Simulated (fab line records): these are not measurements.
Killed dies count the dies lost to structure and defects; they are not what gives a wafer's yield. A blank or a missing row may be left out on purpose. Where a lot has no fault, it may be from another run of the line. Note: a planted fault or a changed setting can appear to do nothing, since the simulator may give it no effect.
Which tool was responsible? | flow nandHarc | 24 lots, 72 wafers sampled, at 6 steps of a route of 1302

## WHAT THE GAUGES SHOWED, per wafer
NHARC_P_M1_INSPECT_11. Usual: 4.7 for rawDefectCount, sd 2.8.
lot  | measured     | on               | rawDefectCount | flag
L074 | day 6 05:28  | defectInspect-01 | 6 3 5          | 
L075 | day 6 11:19  | defectInspect-02 | 1 3 2          | 
L076 | day 6 23:58  | defectInspect-01 | 2 4 5          | 
L077 | day 7 17:31  | defectInspect-02 | 8 1 0          | 
L078 | day 7 21:25  | defectInspect-02 | 5 6 5          | 
L079 | day 8 09:13  | defectInspect-01 | 2 7 3          | 
L080 | day 8 17:05  | defectInspect-01 | 2 3 4          | 
L081 | day 9 05:16  | defectInspect-02 | 2 5 6          | 
L082 | day 9 21:31  | defectInspect-01 | 4 8 7          | 
L083 | day 10 01:59 | defectInspect-01 | 3 9 5          | 
L084 | day 10 15:50 | defectInspect-02 | 1 4 5          | 
L085 | day 10 16:50 | defectInspect-01 | 9 6 7          | 
L086 | day 11 01:36 | defectInspect-01 | 6 3 5          | 
L087 | day 11 19:53 | defectInspect-01 | 4 10 9         | 
L088 | day 12 07:39 | defectInspect-01 | 9 5 7          | 
L089 | day 12 11:18 | defectInspect-01 | 6 7 5          | 
L091 | day 13 08:10 | defectInspect-02 | 6 10 5         | 
L090 | day 13 09:20 | defectInspect-02 | 6 6 5          | 
L093 | day 14 00:54 | defectInspect-02 | 3 5 2          | 
L092 | day 14 01:10 | defectInspect-02 | 5 8 4          | 
L094 | day 14 15:49 | defectInspect-02 | 1 1 5          | 
L095 | day 15 05:31 | defectInspect-01 | 0 1 4          | 
L096 | day 15 13:24 | defectInspect-02 | 2 3 3          | 
L097 | day 16 02:24 | defectInspect-01 | 3 4 5          | 

NHARC_P_M2_CD_MEAS_09: target cd 170 nm. Usual: 170.1 nm for cdNm, sd 0.68.
lot  | measured     | on       | cdNm (nm)         | flag
L074 | day 6 09:29  | cdSem-02 | 171.0 171.2 171.1 | 
L075 | day 6 15:23  | cdSem-01 | 168.8 169.9 170.1 | 
L076 | day 7 04:01  | cdSem-02 | 169.4 171.2 169.9 | 
L077 | day 7 21:28  | cdSem-02 | 170.6 170.8 170.3 | 
L078 | day 8 01:26  | cdSem-03 | 170.4 170.0 169.6 | 
L079 | day 8 13:07  | cdSem-01 | 168.9 169.5 168.8 | 
L080 | day 8 21:16  | cdSem-03 | 169.3 169.1 169.7 | 
L081 | day 9 09:18  | cdSem-02 | 170.7 170.8 170.6 | 
L082 | day 10 01:32 | cdSem-01 | 170.5 170.0 170.4 | 
L083 | day 10 06:10 | cdSem-01 | 170.3 171.4 170.1 | 
L084 | day 10 20:04 | cdSem-01 | 169.5 169.9 170.5 | 
L085 | day 10 20:52 | cdSem-03 | 169.4 170.4 170.0 | 
L086 | day 11 06:04 | cdSem-02 | 170.2 170.3 170.6 | 
L087 | day 11 23:47 | cdSem-02 | 168.5 168.3 168.2 | 
L088 | day 12 12:55 | cdSem-01 | 169.9 170.2 170.4 | 
L089 | day 12 15:25 | cdSem-02 | 171.1 171.3 170.9 | 
L091 | day 13 12:17 | cdSem-03 | 169.3 169.7 169.3 | 
L090 | day 13 13:14 | cdSem-03 | 169.9 170.2 170.2 | 
L093 | day 14 04:47 | cdSem-03 | 169.9 170.5 169.3 | 
L092 | day 14 05:11 | cdSem-01 | 169.3 169.4 170.1 | 
L094 | day 14 20:01 | cdSem-02 | 170.7 171.1 170.9 | 
L095 | day 15 09:59 | cdSem-03 | 169.6 169.8 170.1 | 
L096 | day 15 17:18 | cdSem-03 | 170.2 170.1 170.0 | 
L097 | day 16 06:18 | cdSem-03 | 170.2 171.2 170.5 | 

## EACH LOT AND THE TOOL THAT RAN IT (in order: tool; ch and the chambers of the sampled wafers; start)
lot  | NHARC_P_M0_ETCH_15                           | NHARC_P_M1_PRE_CLEAN_30                | NHARC_P_M1_PRE_CLEAN_32         | NHARC_P_M1_DEP_33
L074 | rieDiel-08 ch 0,1, day 6 05:28 or earlier    | pvdSputter-02, day 6 08:11 or earlier  | pecvd-03 ch 0,1, day 6 08:11    | pecvd-03 ch 0,1, day 6 08:20
L075 | rieDiel-03 ch 0,2,3, day 6 11:19 or earlier  | pvdSputter-02, day 6 14:03 or earlier  | pecvd-04 ch 0,2, day 6 14:03    | pecvd-04 ch 0,2, day 6 14:08
L076 | rieDiel-12 ch 1,2,3, day 6 23:58 or earlier  | pvdSputter-02, day 7 02:43 or earlier  | pecvd-04 ch 1,2, day 7 02:43    | pecvd-04 ch 1,2, day 7 02:51
L077 | rieDiel-12 ch 0,1, day 7 17:31 or earlier    | pvdSputter-02, day 7 20:16 or earlier  | pecvd-02 ch 0,1, day 7 20:16    | pecvd-02 ch 0,1, day 7 20:20
L078 | rieDiel-12 ch 0,1,2, day 7 21:25 or earlier  | pvdSputter-03, day 8 00:07 or earlier  | pecvd-02 ch 0,1,2, day 8 00:07  | pecvd-02 ch 0,1,2, day 8 00:14
L079 | rieDiel-03 ch 0,1,3, day 8 09:13 or earlier  | pvdSputter-01, day 8 11:56 or earlier  | pecvd-04 ch 0,1,2, day 8 11:56  | pecvd-04 ch 0,1,2, day 8 12:05
L080 | rieDiel-12 ch 1,2,3, day 8 17:05 or earlier  | pvdSputter-01, day 8 19:57 or earlier  | pecvd-04 ch 0,1, day 8 19:57    | pecvd-04 ch 0,1, day 8 20:05
L081 | rieDiel-12 ch 1,2, day 9 05:16 or earlier    | pvdSputter-01, day 9 08:03 or earlier  | pecvd-03 ch 0,1,2, day 9 08:03  | pecvd-03 ch 0,1,2, day 9 08:13
L082 | rieDiel-12 ch 1,2, day 9 21:31 or earlier    | pvdSputter-03, day 10 00:15 or earlier | pecvd-02 ch 0,1,2, day 10 00:15 | pecvd-02 ch 0,1,2, day 10 00:23
L083 | rieDiel-12 ch 0,1,2, day 10 01:59 or earlier | pvdSputter-03, day 10 04:43 or earlier | pecvd-02 ch 1,2, day 10 04:43   | pecvd-02 ch 1,2, day 10 04:47
L084 | rieDiel-08 ch 0,2,3, day 10 15:50 or earlier | pvdSputter-03, day 10 18:32 or earlier | pecvd-04 ch 0,2, day 10 18:32   | pecvd-04 ch 0,2, day 10 18:37
L085 | rieDiel-08 ch 1,2,3, day 10 16:50 or earlier | pvdSputter-03, day 10 19:33 or earlier | pecvd-04 ch 1,2, day 10 19:33   | pecvd-04 ch 1,2, day 10 19:40
L086 | rieDiel-08 ch 1,2, day 11 01:36 or earlier   | pvdSputter-03, day 11 04:37 or earlier | pecvd-03 ch 0,1,2, day 11 04:37 | pecvd-03 ch 0,1,2, day 11 04:44
L087 | rieDiel-03 ch 0,2,3, day 11 19:53 or earlier | pvdSputter-03, day 11 22:36 or earlier | pecvd-02 ch 0,2, day 11 22:36   | pecvd-02 ch 0,2, day 11 22:43
L088 | rieDiel-12 ch 0,2,3, day 12 07:39 or earlier | pvdSputter-03, day 12 10:26 or earlier | pecvd-02 ch 1, day 12 10:26     | pecvd-02 ch 1, day 12 10:45
L089 | rieDiel-08 ch 0,1, day 12 11:18 or earlier   | pvdSputter-01, day 12 14:06 or earlier | pecvd-03 ch 0,1,2, day 12 14:06 | pecvd-03 ch 0,1,2, day 12 14:11
L091 | rieDiel-12 ch 0,1,3, day 13 08:10 or earlier | pvdSputter-03, day 13 10:58 or earlier | pecvd-02 ch 0,1, day 13 10:58   | pecvd-02 ch 0,1, day 13 11:05
L090 | rieDiel-08 ch 0,3, day 13 09:20 or earlier   | pvdSputter-01, day 13 12:04 or earlier | pecvd-02 ch 0,1, day 13 12:04   | pecvd-02 ch 0,1, day 13 12:13
L093 | rieDiel-03 ch 1,2, day 14 00:54 or earlier   | pvdSputter-03, day 14 03:37 or earlier | pecvd-02 ch 0,1, day 14 03:37   | pecvd-02 ch 0,1, day 14 03:41
L092 | rieDiel-03 ch 2,3, day 14 01:10 or earlier   | pvdSputter-02, day 14 03:59 or earlier | pecvd-02 ch 0,2, day 14 03:59   | pecvd-02 ch 0,2, day 14 04:04
L094 | rieDiel-12 ch 1,2, day 14 15:49 or earlier   | pvdSputter-01, day 14 18:35 or earlier | pecvd-03 ch 0,2, day 14 18:35   | pecvd-03 ch 0,2, day 14 18:43
L095 | rieDiel-08 ch 0,2,3, day 15 05:31 or earlier | pvdSputter-01, day 15 08:40 or earlier | pecvd-02 ch 0,1, day 15 08:40   | pecvd-02 ch 0,1, day 15 08:46
L096 | rieDiel-08 ch 1,2, day 15 13:24 or earlier   | pvdSputter-01, day 15 16:08 or earlier | pecvd-03 ch 0,1,2, day 15 16:08 | pecvd-03 ch 0,1,2, day 15 16:18
L097 | rieDiel-12 ch 0,1,2, day 16 02:24 or earlier | pvdSputter-01, day 16 05:07 or earlier | pecvd-02 ch 0,1, day 16 05:07   | pecvd-02 ch 0,1, day 16 05:13
- NHARC_P_M0_ETCH_15: etches the open film in C4F8/Ar, target depth 150 nm, overetch 15 nm, time 82.5 s.
- NHARC_P_M1_PRE_CLEAN_30: time 30 s.
- NHARC_P_M1_PRE_CLEAN_32: time 12 s.
- NHARC_P_M1_DEP_33: deposits SiCN, target thk 30 nm.

## AS READ BY THE TOOLS THEMSELVES (means over the sampled wafers that have a number; for cases with no such wafer, the mark the record gives instead)
NHARC_P_M0_ETCH_15. Usual: oesProductAu 0.966 a.u., standard deviation 0.02; rfVppV 441.8 V, standard deviation 3.
lot  | tool       | oesProductAu (a.u.) | rfVppV (V) | flag
L074 | rieDiel-08 | 0.927               | 444.6      | 
L075 | rieDiel-03 | 0.980               | 439.3      | 
L076 | rieDiel-12 | 0.978               | 444.0      | 
L077 | rieDiel-12 | 0.965               | 440.1      | 
L078 | rieDiel-12 | 0.973               | 441.8      | 
L079 | rieDiel-03 | 0.984               | 439.0      | 
L080 | rieDiel-12 | 0.982               | 443.5      | 
L081 | rieDiel-12 | 0.971               | 444.0      | 
L082 | rieDiel-12 | 0.980               | 443.7      | 
L083 | rieDiel-12 | 0.985               | 440.8      | 
L084 | rieDiel-08 | 0.959               | 440.9      | 
L085 | rieDiel-08 | 0.955               | 441.8      | 
L086 | rieDiel-08 | 0.948               | 442.4      | 
L087 | rieDiel-03 | 0.930               | 439.0      | 
L088 | rieDiel-12 | 0.980               | 441.5      | 
L089 | rieDiel-08 | 0.972               | 443.4      | 
L091 | rieDiel-12 | 0.970               | 439.1      | 
L090 | rieDiel-08 | 0.956               | 441.8      | 
L093 | rieDiel-03 | 0.971               | 440.6      | 
L092 | rieDiel-03 | 0.974               | 443.8      | 
L094 | rieDiel-12 | 0.983               | 443.1      | 
L095 | rieDiel-08 | 0.976               | 440.8      | 
L096 | rieDiel-08 | 0.928               | 442.9      | 
L097 | rieDiel-12 | 0.956               | 441.2      | 

NHARC_P_M1_PRE_CLEAN_30. Usual: 400 W for heaterPowerW, sd 38.
lot  | tool          | heaterPowerW (W) | flag
L074 | pvdSputter-02 | 450              | 
L075 | pvdSputter-02 | 429              | 
L076 | pvdSputter-02 | 429              | 
L077 | pvdSputter-02 | 454              | 
L078 | pvdSputter-03 | 376              | 
L079 | pvdSputter-01 | 372              | 
L080 | pvdSputter-01 | 385              | 
L081 | pvdSputter-01 | 386              | 
L082 | pvdSputter-03 | 391              | 
L083 | pvdSputter-03 | 387              | 
L084 | pvdSputter-03 | 389              | 
L085 | pvdSputter-03 | 388              | 
L086 | pvdSputter-03 | 397              | 
L087 | pvdSputter-03 | 400              | 
L088 | pvdSputter-03 | 415              | 
L089 | pvdSputter-01 | 384              | 
L091 | pvdSputter-03 | 382              | 
L090 | pvdSputter-01 | 414              | 
L093 | pvdSputter-03 | 364              | 
L092 | pvdSputter-02 | 422              | 
L094 | pvdSputter-01 | 383              | 
L095 | pvdSputter-01 | 415              | 
L096 | pvdSputter-01 | 399              | 
L097 | pvdSputter-01 | 395              | 

NHARC_P_M1_PRE_CLEAN_32. Usual: 574 W for heaterPowerW, sd 51.
lot  | tool     | heaterPowerW (W) | flag
L074 | pecvd-03 | 603              | 
L075 | pecvd-04 | 513              | 
L076 | pecvd-04 | 534              | 
L077 | pecvd-02 | 604              | 
L078 | pecvd-02 | 577              | 
L079 | pecvd-04 | 559              | 
L080 | pecvd-04 | 557              | 
L081 | pecvd-03 | 593              | 
L082 | pecvd-02 | 609              | 
L083 | pecvd-02 | 602              | 
L084 | pecvd-04 | 499              | 
L085 | pecvd-04 | 581              | 
L086 | pecvd-03 | 612              | 
L087 | pecvd-02 | 570              | 
L088 | pecvd-02 | 555              | 
L089 | pecvd-03 | 602              | 
L091 | pecvd-02 | 515              | 
L090 | pecvd-02 | 596              | 
L093 | pecvd-02 | 599              | 
L092 | pecvd-02 | 564              | 
L094 | pecvd-03 | 568              | 
L095 | pecvd-02 | 558              | 
L096 | pecvd-03 | 605              | 
L097 | pecvd-02 | 512              | 

NHARC_P_M1_DEP_33. Usual: 524 W for heaterPowerW, sd 50.
lot  | tool     | heaterPowerW (W) | flag
L074 | pecvd-03 | 533              | 
L075 | pecvd-04 | 518              | 
L076 | pecvd-04 | 528              | 
L077 | pecvd-02 | 495              | 
L078 | pecvd-02 | 555              | 
L079 | pecvd-04 | 489              | 
L080 | pecvd-04 | 507              | 
L081 | pecvd-03 | 538              | 
L082 | pecvd-02 | 503              | 
L083 | pecvd-02 | 591              | 
L084 | pecvd-04 | 455              | 
L085 | pecvd-04 | 582              | 
L086 | pecvd-03 | 511              | 
L087 | pecvd-02 | 527              | 
L088 | pecvd-02 | 477              | 
L089 | pecvd-03 | 526              | 
L091 | pecvd-02 | 498              | 
L090 | pecvd-02 | 529              | 
L093 | pecvd-02 | 491              | 
L092 | pecvd-02 | 538              | 
L094 | pecvd-03 | 535              | 
L095 | pecvd-02 | 464              | 
L096 | pecvd-03 | 539              | 
L097 | pecvd-02 | 498              | 

## THE ANSWER, worked out from the rows above alone
Rule: a lot is off if the mean of its wafers that have a number lies more than 3 standard deviations from the usual mean. Also off: a lot with no number at a reading for which 4 or more lots have one. All remaining lots with rows at the step are treated as sound. The gauges are gone through in route order, then the tools' own readings, and for those a lot's mean is taken as printed above. At the first step where some lot is off, the reading lying furthest off is the one used; lots without a number count as furthest.
Nothing can be told from this: no lot is off at any reading shown.

## WHAT THE SIMULATOR PUT IN
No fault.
